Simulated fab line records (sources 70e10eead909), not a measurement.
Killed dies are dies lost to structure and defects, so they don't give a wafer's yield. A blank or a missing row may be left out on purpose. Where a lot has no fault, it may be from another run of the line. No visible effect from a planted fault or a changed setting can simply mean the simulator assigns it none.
A lot that was struck, set against a sound lot :: flow nand_harc :: 37 steps out of a route of 1159
Sound: these wafers, L130.2, L130.4, L130.6. Struck: wafers L138.3, L138.6 (left out: L138.4, a lot-mate that was not struck); the cause follows at the end.
Each step with rows lists, per side, the tool, then ch with its chambers, then its first start. Under that, the readings that differ: sound wafers :: struck wafers :: difference of the means :: sigmas: that difference in standard deviations of wafers without a fault.
alike: same words and numbers on both sides, and readings whose means sit less than 2 such deviations apart. not compared: any withheld reading, any reading some wafer has no value for, any bound like >300 that may hide the same value, and any number with overlapping values for which the record gives no deviation.
A row with sigmas, a row that says differs or no value, or rows on one side alone: a step with any of these is where the two part. When numbers do not overlap yet have no deviation, they are printed without sigmas and do not part them. A reading missing from all wafers of one side parts the sides only when that side holds two or more wafers.

NHARC_A_WL_FILL_CVD_03: deposits W, target thk 40 nm, time 3302 s.
  sound on cvd_w-02 ch 0, day 15 19:11; struck on cvd_w-01 ch 0,1, day 18 00:46
  alike: heater_power_w, throttle_valve_pct
then, 1 step without rows for these wafers: NHARC_A_WL_FILL_ETCHBACK_04 (etches the open film in NF3, target depth 60 nm, time 120 s).
NHARC_A_WL_FILL_ETCHBACK_05: etches the open film in Cl2/BCl3, target depth 22 nm, time 60 s.
  sound on rie_metal-01 ch 0,1, day 16 00:31; struck on rie_metal-03 ch 1, day 18 03:23
  alike: drypump_motor_current_A, oes_product_au
  not compared: rf_hours_counter_h
NHARC_A_WL_FILL_STRIP_27: strips in N2/H2, time 20 s.
  sound on plasma_asher-01 ch 0,1, day 16 00:41; struck on plasma_asher-01 ch 0,1, day 18 03:32
  alike: drypump_motor_current_A, heater_power_w
  not compared: rf_hours_counter_h
then, 4 steps without rows for these wafers: NHARC_A_WL_FILL_STRIP_28 (strips in post etch residue remover, time 1200 s); NHARC_A_WL_FILL_PRECLEAN_06 (cleans in DIW, time 300 s); NHARC_A_WL_FILL_SRD_07; NHARC_A_WL_FILL_ANNEAL_08 (time 1800 s).
NHARC_A_WL_FILL_ALD_10: deposits SiO2, target thk 50 nm, pulse time 10 s, ald cycles 500.
  sound on ald_hk-02 ch 1,3, day 16 06:22; struck on ald_hk-02 ch 2,3, day 18 11:20
  alike: heater_power_w, precursor_pulse_height_rel
NHARC_A_WL_FILL_ETCHBACK_16: etches the open film in C4F8/O2/Ar, target depth 88 nm, time 17.6 s.
  sound on rie_diel-01 ch 0,1; struck on rie_diel-01 ch 0,3
  alike: bias_w, oes_product_au, rf_vpp_V
  not compared: rf_hours_counter_h
then, 1 step without rows for these wafers: NHARC_A_WL_FILL_STRIP_29 (strips in O2, time 20 s).
NHARC_A_WL_FILL_ETCHBACK_17: etches the open film in Cl2/BCl3, target depth 4 nm, time 26.7 s.
  sound on rie_metal-02 ch 0,1, day 16 10:40; struck on rie_metal-02 ch 1, day 18 14:37
  alike: drypump_motor_current_A, oes_product_au
  not compared: rf_hours_counter_h
then, 23 steps without rows for these wafers: NHARC_A_WL_FILL_PRECLEAN_18 (cleans in dHF, time 30 s); NHARC_A_WL_FILL_SRD_21; NHARC_A_WL_FILL_CVD_23 (deposits poly-Si, target thk 40 nm, time 800 s); NHARC_A_WL_FILL_ETCHBACK_26 (etches the open film in HBr, target depth 52 nm, time 13.3 s); NHARC_A_WL_FILL_PRECLEAN_30 (cleans in dHF, time 10 s); NHARC_A_WL_FILL_SRD_14; NHARC_A_WL_FILL_ALD_19 (deposits TiN, target thk 2 nm, pulse time 3 s, ald cycles 100); NHARC_A_WL_FILL_CVD_20 (deposits W, target thk 75 nm, time 5064 s); NHARC_A_WL_FILL_CMP_12 (polishes, t overpolish 30 s, target thk 75 nm); NHARC_A_WL_FILL_SRD_31; NHARC_A_CONTACT_DEP_24 (deposits SiO2, target thk 500 nm); NHARC_A_CONTACT_DEP_28 (deposits aC, target thk 3600 nm); NHARC_A_CONTACT_DEP_29 (deposits SiON, target thk 70 nm); NHARC_A_CONTACT_DEHYDRATE_32 (time 120 s); NHARC_A_CONTACT_HMDS_33 (time 30 s); NHARC_A_CONTACT_COAT_34 (time 75 s); NHARC_A_CONTACT_COAT_35 (time 65 s); NHARC_A_CONTACT_COAT_36 (resist thk 90 nm); NHARC_A_CONTACT_SOFTBAKE_37 (time 55 s); NHARC_A_CONTACT_EBR_38; NHARC_A_CONTACT_EXPOSE_39 (exposes mask A CC 3); NHARC_A_CONTACT_PEB_40 (peb time 65 s); NHARC_A_CONTACT_DEVELOP_41 (develop time 35 s).
NHARC_A_CONTACT_CD_MEAS_42: target cd 200 nm.
  sound on cd_sem-03 ch 0, day 17 12:20; struck on cd_sem-01 ch 0, day 19 12:53
  alike: cd_nm
-- the record jumps here: 3 days lie between the struck wafers' starts before and after (it left off in module A_CONTACT and takes up again in module END, whose first step shown is number 1159 of the route) --
NHARC_END_SORT_01:
  at this point the record logs the struck wafers (prober-02 ch 0, day 22 14:41) and has no rows for the sound ones

WHERE THEY PART
Only at NHARC_END_SORT_01, within this record.

WHY: what the simulator had put in
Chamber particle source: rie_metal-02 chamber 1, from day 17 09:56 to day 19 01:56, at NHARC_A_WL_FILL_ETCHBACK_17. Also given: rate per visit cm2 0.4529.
